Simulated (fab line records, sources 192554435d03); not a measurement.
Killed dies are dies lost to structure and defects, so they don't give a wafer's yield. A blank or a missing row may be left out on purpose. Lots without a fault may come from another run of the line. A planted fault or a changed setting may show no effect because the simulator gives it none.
Chamber matching | flow n5_finfet | N5_BEOL_M5_STRIP_19 on rie_diel-03: 4 sister chambers
The step strips in O2. 14 wafers are shown with their chamber, then 7 later ones without.

WAFERS WITH THEIR CHAMBER
wafer  | chamber | drypump_motor_current_A (A) | throttle_valve_pct (%) | oes_product_au (a.u.)
L074.1 | 2       | 5.2                         | 16.86                  | 0.72
L074.3 | 0       | 6.5                         | 16.75                  | 0.70
L074.6 | 2       | 5.2                         | 16.86                  | 0.72
L076.4 | 3       | 6.4                         | 16.02                  | 0.90
L076.5 | 2       | 5.2                         | 16.88                  | 0.72
L076.6 | 0       | 6.6                         | 16.76                  | 0.69
L079.1 | 0       | 6.5                         | 16.79                  | 0.70
L079.4 | 1       | 4.7                         | 16.67                  | 0.91
L079.5 | 1       | 4.7                         | 16.67                  | 0.92
L087.1 | 1       | 4.7                         | 16.69                  | 0.89
L087.5 | 1       | 4.7                         | 16.71                  | 0.88
L087.6 | 2       | 5.2                         | 16.90                  | 0.71
L089.1 | 2       | 5.2                         | 16.92                  | 0.71
L089.3 | 3       | 6.4                         | 16.10                  | 0.87

SIGNATURES (means of the wafers above)
reading                 | chamber 0 | chamber 1 | chamber 2 | chamber 3 | scatter within a chamber
drypump_motor_current_A | 6.533     | 4.700     | 5.200     | 6.400     | 0.0258
throttle_valve_pct      | 16.7667   | 16.6850   | 16.8840   | 16.0600   | 0.0281
oes_product_au          | 0.6967    | 0.9000    | 0.7160    | 0.8850    | 0.0128
Rule: a wafer's distance from a chamber is the root of the sum, over the readings, of the square of ((its reading less the chamber's mean) divided by the reading's scatter). The wafer belongs to the nearest chamber; if the next one is less than 2 further off, it can't be placed. The scatter: the root of (the sum of the squares of (reading less its chamber's mean) over the shown wafers, divided by (wafers less chambers)).

WAFERS WITHOUT THEIR CHAMBER
wafer  | drypump_motor_current_A (A) | throttle_valve_pct (%) | oes_product_au (a.u.)
L089.5 | 6.4                         | 16.09                  | 0.87
L093.2 | 5.2                         | 16.93                  | 0.69
L093.4 | 4.7                         | 16.71                  | 0.87
L093.5 | 6.4                         | 16.09                  | 0.86
L094.1 | 6.5                         | 16.34                  | 0.92
L094.4 | 5.2                         | 16.93                  | 0.70
L094.5 | 4.7                         | 16.73                  | 0.87

WHICH CHAMBER EACH WENT THROUGH
wafer  | from the rows above | in truth
L089.5 | 3                   | 3
L093.2 | 2                   | 2
L093.4 | 1                   | 1
L093.5 | 3                   | 3
L094.1 | 3                   | 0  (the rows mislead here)
L094.4 | 2                   | 2
L094.5 | 1                   | 1
Placed correctly: 6 of 7. Can't be placed from these rows: 0. Placed wrongly: 1.
